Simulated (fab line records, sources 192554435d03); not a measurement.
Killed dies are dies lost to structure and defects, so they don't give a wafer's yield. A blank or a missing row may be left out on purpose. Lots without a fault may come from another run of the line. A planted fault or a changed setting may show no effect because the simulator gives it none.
fab line records | flow n5_finfet
record lots=10 wafers=30 last_day=17
route steps=1938 shown HKMG_FIN@447 BEOL_M4@1111 PASSIVATION@1936
lots that met no fault: from a run of the same line without faults
start_h: hours from the record's first day to the start of the lot's first wafer shown | wait_h: hours since the lot's step before | " the same as in the row above | L1.1+2: a row that stands for several wafers | - no value, or no start given | * or withheld: withheld | < > ~ a bound
route shown NAME@n: a module of which the file shows steps, and the number in the route of the first | usual: mean/standard deviation of fault-free wafers | same: alike in all rows | chamber/n: place in a boat | sites: the reading at each site | _std_site: their standard deviation | _edge_site: outer sites' mean less inner sites' | radius_mm: how far each site lies from the wafer's centre | mask NAME#n: copy n | behind: the tool/chamber that last shaped the wafer | hold: why the lot was held/for how many hours/how that ended | device: the transistor (n, p or np) that didn't switch | end of line: the same wafers' tests at the end of the route | a step without rows: its recipe alone | killed: dies lost to structure and defects at the first sort, not the wafer's yield | map: a wafer's dies, x killed, . not, _ none there
set.NAME: the setting as run; set.NAME@STEP: as run at that earlier step | model.NAME: the simulator's own value behind a step, which no gauge read
steps of the route over a sample of lots; a table a step, a row a wafer
services: from which hour (start_h, from the record's first day; less than 0 if before it) a tool's chamber was out of use, for how many hours, and why
## steps
# step N5_HKMG_FIN_STRIP_88
# recipe chemistry=N2/H2 power_w=2500 temp_c=300 h2_frac=0.65 time_s=360 pressure_mtorr=withheld n2_flow_sccm=1750 h2_flow_sccm=3250
# usual drypump_motor_current_A=5.69/0.22 heater_power_w=475/73 n2_flow_sccm=1750/4.8
# columns lot.wafer tool chamber start_h wait_h drypump_motor_current_A heater_power_w n2_flow_sccm rf_hours_counter_h
L630.2 plasma_asher-02 0 82.84 0.0 6.01 593 1752 90
L630.5 " 0 " " 6.03 580 1746 -
L630.6 " 1 " " 5.49 451 1748 -
L631.3 plasma_asher-02 1 90.89 0.1 5.44 451 1742 -
L631.4 " 0 " " 6.02 596 1752 -
L631.5 " 1 " " 5.43 465 1742 -
L635.2 plasma_asher-01 0 117.14 0.0 5.52 422 1749 43
L635.4 " 1 " " 5.76 413 1747 -
L635.6 " 1 " " 5.74 425 1746 -
L636.2 plasma_asher-02 1 120.68 0.0 5.48 452 1753 97
L636.5 " 1 " " 5.47 468 1750 -
L636.6 " 0 " " 6.03 582 1749 -
L640.3 plasma_asher-01 0 144.10 0.1 5.52 433 1749 -
L640.5 " 0 " " 5.51 421 1748 -
L640.6 " 1 " " 5.73 426 1753 -
L642.1 plasma_asher-01 0 157.87 0.0 5.53 437 1757 52
L642.3 " 1 " " 5.74 408 1757 -
L642.6 " 1 " " 5.76 406 1752 -
L643.1 plasma_asher-01 0 165.22 0.0 5.51 438 1749 53
L643.2 " 1 " " 5.76 403 1751 53
L643.4 " 0 " " 5.52 432 1751 -
L648.4 plasma_asher-02 0 192.71 0.1 6.03 606 1745 -
L648.5 " 0 " " 6.00 581 1755 -
L648.6 " 1 " " 5.50 458 1751 -
L650.3 plasma_asher-01 1 205.22 0.1 5.76 421 1744 -
L650.4 " 0 " " 5.51 418 1750 -
L650.5 " 1 " " 5.77 410 1744 -
L652.1 plasma_asher-01 0 215.96 0.0 5.51 429 1753 62
L652.3 " 0 " " 5.49 430 1749 -
L652.5 " 1 " " 5.74 417 1757 -
# step N5_HKMG_FIN_NWFM_ALD_20
# recipe material=TiAlC target_thk_a=20 temp_c=300 ald_precursor_family=TiCl4 ald_co_reactant=TEA pulse_time_s=3 purge_time_s=2 co_reactant_purge_time_s=2 co_reactant_pulse_time_s=10 ald_cycles=7 pressure_torr=3
# usual chamber_pressure_Torr=2.999/0.0066 heater_power_w=497/57 precursor_pulse_height_rel=1.001/0.019
# same co_reactant_pulse_time_s=10
# columns lot.wafer tool chamber start_h wait_h chamber_pressure_Torr heater_power_w precursor_pulse_height_rel
L630.2 ald_metal-03 1 83.22 0.3 3.002 506 0.985
L630.5 " 3 " " 2.991 545 1.048
L630.6 " 2 " " 3.007 459 0.989
L631.3 ald_metal-01 3 91.15 0.1 2.998 458 0.986
L631.4 " 0 " " 2.996 528 0.989
L631.5 " 0 " " 2.987 531 0.979
L635.2 ald_metal-01 0 117.52 0.3 3.003 526 1.008
L635.4 " 3 " " 2.989 462 1.007
L635.6 " 1 " " 2.999 416 1.019
L636.2 ald_metal-01 2 121.06 0.3 2.995 471 1.002
L636.5 " 3 " " 3.001 449 1.012
L636.6 " 0 " " 2.998 530 1.009
L640.3 ald_metal-01 0 144.37 0.1 2.991 526 1.010
L640.5 " 3 " " 2.996 449 1.007
L640.6 " 0 " " 3.002 537 0.995
L642.1 ald_metal-01 2 158.25 0.3 2.999 469 1.014
L642.3 " 0 " " 3.006 540 1.033
L642.6 " 0 " " 3.012 528 0.991
L643.1 ald_metal-01 2 165.61 0.3 2.990 469 0.979
L643.2 " 0 " " 2.986 518 0.977
L643.4 " 3 " " 2.997 459 1.022
L648.4 ald_metal-01 1 192.97 0.1 3.001 427 1.004
L648.5 " 3 " " 2.987 456 1.012
L648.6 " 0 " " 2.998 532 0.989
L650.3 ald_metal-03 3 205.49 0.2 3.000 531 0.973
L650.4 " 0 " " 3.005 619 0.973
L650.5 " 0 " " 3.000 617 0.985
L652.1 ald_metal-04 2 216.34 0.3 2.999 590 0.976
L652.3 " 1 " " 2.997 538 1.003
L652.5 " 0 " " 3.003 433 0.983
# step N5_HKMG_FIN_STRIP_69
# recipe chemistry=N2/H2 power_w=2500 temp_c=300 h2_frac=0.65 time_s=360 pressure_mtorr=withheld n2_flow_sccm=1750 h2_flow_sccm=3250
# usual drypump_motor_current_A=5.67/0.2 heater_power_w=462/67 n2_flow_sccm=1751/5
# columns lot.wafer tool chamber start_h wait_h drypump_motor_current_A heater_power_w n2_flow_sccm rf_hours_counter_h
L630.2 plasma_asher-01 0 84.02 0.1 5.49 434 1751 36
L630.5 " 0 " " 5.52 425 1752 -
L630.6 " 1 " " 5.74 405 1757 -
L631.3 plasma_asher-01 1 92.17 0.2 5.76 416 1759 -
L631.4 " 0 " " 5.52 432 1741 -
L631.5 " 1 " " 5.75 412 1754 -
L635.2 plasma_asher-01 0 118.44 0.1 5.50 428 1751 44
L635.4 " 1 " " 5.74 412 1757 -
L635.6 " 0 " " 5.49 433 1751 -
L636.2 plasma_asher-02 0 121.86 0.1 6.03 599 1754 97
L636.5 " 0 " " 6.03 593 1746 -
L636.6 " 1 " " 5.44 466 1749 -
L640.3 plasma_asher-02 0 145.33 0.2 6.00 581 1755 -
L640.5 " 0 " " 6.01 600 1755 -
L640.6 " 1 " " 5.49 451 1759 -
L642.1 plasma_asher-02 1 159.05 0.1 5.49 459 1745 105
L642.3 " 1 " " 5.50 449 1755 -
L642.6 " 0 " " 6.01 606 1751 -
L643.1 plasma_asher-01 1 166.55 0.1 5.76 415 1753 53
L643.2 " 0 " " 5.48 428 1751 53
L643.4 " 1 " " 5.74 411 1755 -
L648.4 plasma_asher-02 1 193.95 0.2 5.45 457 1743 -
L648.5 " 0 " " 6.01 598 1751 -
L648.6 " 1 " " 5.46 457 1752 -
L650.3 plasma_asher-02 0 206.44 0.2 6.02 601 1750 -
L650.4 " 1 " " 5.50 448 1750 -
L650.5 " 1 " " 5.49 461 1749 -
L652.1 plasma_asher-02 0 217.14 0.1 6.01 620 1760 117
L652.3 " 1 " " 5.48 466 1749 -
L652.5 " 0 " " 6.03 591 1754 -
# step N5_HKMG_FIN_CMP_94
# recipe stop_on=SiNx post_cmp_clean=w_dilute_nh4oh t_overpolish_s=4.7 down_force_psi=4 platen_rpm=50.289 pad_velocity_m_s=1.0006 target_thk_nm=43.299
# usual head_pressure_psi=4.001/0.0098 motor_current_A=11.7/1.1
# columns lot.wafer tool chamber start_h wait_h head_pressure_psi motor_current_A
L630.2 cmp-01 2 85.45 0.3 3.982 12.1
L630.5 " 1 " " 4.017 12.7
L630.6 " 2 " " 3.990 12.5
L631.3 cmp-03 3 93.67 0.3 3.988 11.0
L631.4 " 1 " " 4.000 12.1
L631.5 " 2 " " 4.010 10.9
L635.4 cmp-01 0 119.84 0.4 4.040 9.9
L635.2 " 2 " " 4.003 12.8
L635.6 " 1 " " 3.992 12.4
L636.2 cmp-01 1 123.30 0.3 3.995 13.5
L636.5 " 0 " " 4.011 9.8
L636.6 " 1 " " 3.988 12.8
L640.3 cmp-01 0 146.69 0.2 3.825 9.3
L640.6 " 1 " " 3.820 12.0
L640.5 " 2 " " 3.829 12.3
L642.3 cmp-02 1 160.63 0.3 4.004 12.5
L642.1 " 3 " " 4.007 10.3
L642.6 " 1 " " 4.003 12.6
L643.4 cmp-01 0 167.94 0.4 3.829 9.4
L643.2 " 1 " " 3.812 13.1
L643.1 " 3 " " 3.843 9.9
L648.4 cmp-03 2 195.32 0.2 3.998 11.1
L648.6 " 3 " " 4.011 10.9
L648.5 " 0 " " 3.992 11.2
L650.3 cmp-02 3 208.12 0.3 4.006 10.6
L650.4 " 0 " " 3.994 12.6
L650.5 " 3 " " 3.989 10.5
L652.1 cmp-03 3 218.58 0.4 4.022 10.5
L652.3 " 0 " " 3.995 12.4
L652.5 " 3 " " 4.019 10.6
# step N5_BEOL_M4_RC_MEAS_101
# usual DIBL_N=36.0/1.7 DIBL_P=35.8/2 IOFF_N=0.15/0.03 IOFF_P=0.20/0.037 ION_N=670/12 ION_P=460/7.2 SS_N=71.5/0.68 SS_P=73.2/0.65 VT_N=250/3.1 VT_P=-251/3.4
# columns lot.wafer tool chamber start_h wait_h DIBL_N[mV/V] DIBL_P[mV/V] IOFF_N[nA/um] IOFF_P[nA/um] ION_N[uA/um] ION_P[uA/um] SS_N[mV/dec] SS_P[mV/dec] VT_N[mV] VT_P[mV]
L630.2 prober-01 0 175.62 0.2 36.4 35.4 0.16 0.20 664 456 71.6 73.0 250 -251
L630.5 " 0 " " 34.2 31.6 0.11 0.16 655 455 70.5 72.0 256 -256
L630.6 " 0 " " 34.7 32.5 0.13 0.16 662 454 71.2 72.5 253 -257
L631.3 prober-01 0 180.80 0.3 34.3 33.3 0.12 0.16 668 456 71.9 72.0 251 -252
L631.4 " 0 " " 35.8 34.4 0.15 0.17 677 457 72.1 72.7 247 -253
L631.5 " 0 " " 36.6 34.3 0.15 0.16 646 440 72.3 72.8 252 -253
L635.2 prober-01 0 200.75 0.2 36.3 37.4 0.15 0.21 654 448 70.6 73.9 248 -252
L635.4 " 0 " " 34.4 36.1 0.13 0.18 663 460 71.2 73.1 252 -251
L635.6 " 0 " " 39.2 40.2 0.20 0.27 669 455 73.0 74.0 246 -251
L636.2 prober-01 0 209.11 0.2 35.7 36.3 0.16 0.19 681 459 71.7 72.8 247 -252
L636.5 " 0 " " 35.9 36.5 0.15 0.20 674 467 72.2 74.3 252 -252
L636.6 " 0 " " 37.4 38.2 0.19 0.23 689 471 73.0 73.7 248 -251
L640.3 prober-01 0 243.92 0.3 36.8 34.2 0.14 0.19 658 453 71.7 73.1 256 -252
L640.5 " 0 " " 37.1 35.8 0.15 0.21 674 468 72.0 72.4 251 -251
L640.6 " 0 " " 38.4 37.2 0.17 0.24 674 468 71.9 74.4 250 -248
L642.1 prober-01 0 255.01 0.0 36.2 35.7 0.14 0.19 658 453 71.2 72.7 252 -252
L642.3 " 0 " " 35.2 35.6 0.14 0.20 684 470 71.1 73.4 250 -250
L642.6 " 0 " " 35.0 34.7 0.12 0.18 655 460 70.1 72.7 254 -251
L643.1 prober-02 0 261.88 0.0 34.5 34.6 0.12 0.16 667 455 71.1 72.6 252 -255
L643.2 " 0 " " 37.2 37.2 0.16 0.19 676 457 71.5 72.8 250 -254
L643.4 " 0 " " 37.5 38.0 0.16 0.20 672 460 72.1 73.8 252 -253
L648.4 prober-01 0 290.17 0.5 35.0 35.2 0.14 0.21 677 466 70.9 73.5 249 -249
L648.5 " 0 " " 36.0 35.9 0.16 0.21 683 461 71.0 73.1 250 -250
L648.6 " 0 " " 36.9 37.6 0.17 0.24 690 470 71.8 73.5 250 -246
L650.3 prober-01 0 298.28 0.3 37.4 37.8 0.17 0.21 682 463 72.0 74.5 251 -251
L650.4 " 0 " " 35.4 36.2 0.14 0.18 659 457 71.1 73.8 254 -253
L650.5 " 0 " " 34.9 35.6 0.13 0.17 657 461 71.0 73.4 253 -256
L652.1 prober-02 0 317.11 0.0 36.1 37.4 0.16 0.21 685 467 71.8 73.0 251 -252
L652.3 " 0 " " 32.9 33.9 0.12 0.17 672 457 70.4 72.3 252 -252
L652.5 " 0 " " 36.1 37.3 0.16 0.20 681 460 71.1 73.9 249 -253
# step N5_PASSIVATION_PROBE_49
# usual defect_limited_yield=91.4/1.5 killed_at_M0_to_M3=32/9.8 killed_at_M4_up=15/5.6 killed_at_contacts=12/5.4 killed_at_front_end=40/13 killed_at_other=3.0/2.1 killed_dies=102/17 killed_open=67/13 killed_short=32/7.1 sort_bin_5_function=5.1/0.96 sort_bin_6_memory=3.2/0.7 sort_bin_8_speed=0.0/0.3 sort_n_pass=1078/18 sort_yield_pct=91.3/1.5
# same gross_dies=1180 killed_at_back_side=0 sort_bin_4_leakage[%]=0
# columns lot.wafer tool chamber start_h wait_h defect_limited_yield[%] killed_at_M0_to_M3 killed_at_M4_up killed_at_contacts killed_at_front_end killed_at_other killed_dies killed_open killed_short sort_bin_5_function[%] sort_bin_6_memory[%] sort_bin_8_speed[%] sort_n_pass sort_yield_pct[%]
L643.1 prober-01 - 375.71 0.0 91.5 41 11 6 40 2 100 61 39 5.6 2.5 0 1080 91.5
L643.2 prober-01 - 375.76 0.1 90.8 39 13 7 49 0 108 65 40 5.8 3.3 0 1072 90.8
L643.4 prober-01 - 375.86 0.2 92.9 26 16 3 35 4 84 55 23 3.7 3.0 0 1096 92.9
L652.1 prober-02 - 418.77 0.0 89.8 44 10 7 54 5 120 78 40 5.8 3.9 0 1060 89.8
L652.3 prober-02 - 418.87 0.1 91.6 39 12 3 41 4 99 60 36 5.3 2.6 0 1081 91.6
L652.5 prober-02 - 418.97 0.2 90.7 45 20 5 35 5 110 77 30 5.8 3.1 0 1070 90.7
# killed by level:class
L643.1 BEOL_M0_SAQP:geometric_particle:short=10 BEOL_M0_SAQP:geometric_particle:open=9 DUMMY_GATE:geometric_particle:open=8 FIN_SAQP:geometric_particle:short=6 BEOL_M3:geometric_particle:open=6 GATE_CUT:geometric_particle:short=5 BEOL_M1:geometric_particle:open=5 STARTING-WAFER:geometric_particle:open=4
L643.2 BEOL_M3:geometric_particle:open=12 FIN_SAQP:geometric_particle:short=10 BEOL_M0_SAQP:geometric_particle:open=9 FIN_SAQP:geometric_particle:open=7 STI_FIN_REVEAL:geometric_particle:open=7 MOL_CONTACT_COAG:geometric_particle:open=7 BEOL_M0_SAQP:geometric_particle:short=7 GATE_CUT:geometric_particle:short=5
L643.4 DUMMY_GATE:geometric_particle:open=10 BEOL_M1:geometric_particle:open=8 BEOL_M0_SAQP:geometric_particle:open=6 BEOL_M4:geometric_particle:open=6 FIN_SAQP:geometric_particle:short=5 GATE_CUT:geometric_particle:short=5 BEOL_M3:geometric_particle:open=5 HKMG_FIN:area_etch=4
L652.1 STI_FIN_REVEAL:geometric_particle:open=22 BEOL_M1:geometric_particle:open=12 BEOL_M2:geometric_particle:open=11 BEOL_M0_SAQP:geometric_particle:open=7 FIN_SAQP:geometric_particle:short=6 GATE_CUT:geometric_particle:short=5 MOL_CONTACT_COAG:geometric_particle:open=5 BEOL_M0_SAQP:geometric_particle:short=5
L652.3 STI_FIN_REVEAL:geometric_particle:open=12 BEOL_M0_SAQP:geometric_particle:open=11 GATE_CUT:geometric_particle:short=8 BEOL_M3:geometric_particle:open=8 BEOL_M1:geometric_particle:short=6 FIN_SAQP:geometric_particle:short=5 BEOL_M7:geometric_particle:open=5 DUMMY_GATE:geometric_particle:open=4
L652.5 STI_FIN_REVEAL:geometric_particle:open=14 BEOL_M1:geometric_particle:open=8 BEOL_M4:geometric_particle:open=8 BEOL_M3:geometric_particle:open=7 BEOL_M0_SAQP:geometric_particle:short=7 BEOL_M2:geometric_particle:open=7 FIN_SAQP:geometric_particle:open=6 BEOL_M0_SAQP:geometric_particle:open=6
## services
# columns tool chamber start_h hours kind
ald_metal-01 - 62.54 0.7 repair
ald_metal-01 - 72.38 8.7 pm
ald_metal-03 1 75.04 8.0 repair
cmp-02 - 79.15 1.1 repair
ald_metal-04 3 83.80 - calibration
ald_metal-04 3 86.69 18.1 repair
plasma_asher-02 - 94.49 0.5 repair
cmp-01 - 100.42 13.8 pm
cmp-02 - 113.09 4.0 pm
plasma_asher-02 - 115.07 5.4 repair
cmp-02 - 117.09 - consumable_replace:conditioner
cmp-02 - 117.09 - consumable_replace:pad
cmp-01 - 121.61 1.0 repair
cmp-02 - 126.03 1.2 repair
ald_metal-04 2 134.49 3.6 repair
cmp-01 - 147.65 1.7 repair
plasma_asher-01 - 156.58 0.9 repair
cmp-03 - 158.52 0.8 repair
cmp-03 - 165.89 4.2 repair
ald_metal-03 0 168.07 4.2 repair
plasma_asher-01 - 177.33 0.8 repair
cmp-01 - 180.66 6.0 pm
ald_metal-03 0 206.81 2.8 repair
cmp-01 - 216.91 1.5 repair
## key
first_sign step=N5_HKMG_FIN_CMP_94 reading=head_pressure_psi direction=down sigmas=18 usual=4.001 struck=3.826
effect none on later readings
met_at N5_HKMG_FIN_CMP_94
struck_lots L640,L643
not_acting_at N5_HKMG_FIN_STRIP_88,N5_HKMG_FIN_NWFM_ALD_20,N5_HKMG_FIN_STRIP_69
onset_between 123.30 146.69
fault kind=process_parameter_drift tool=cmp-01 chamber=- onset_h=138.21 steps=N5_HKMG_FIN_CMP_94 channel=down_force_psi offset=-0.18151 shape=step end_h=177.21 acts_in=these_recipes_only stated=4
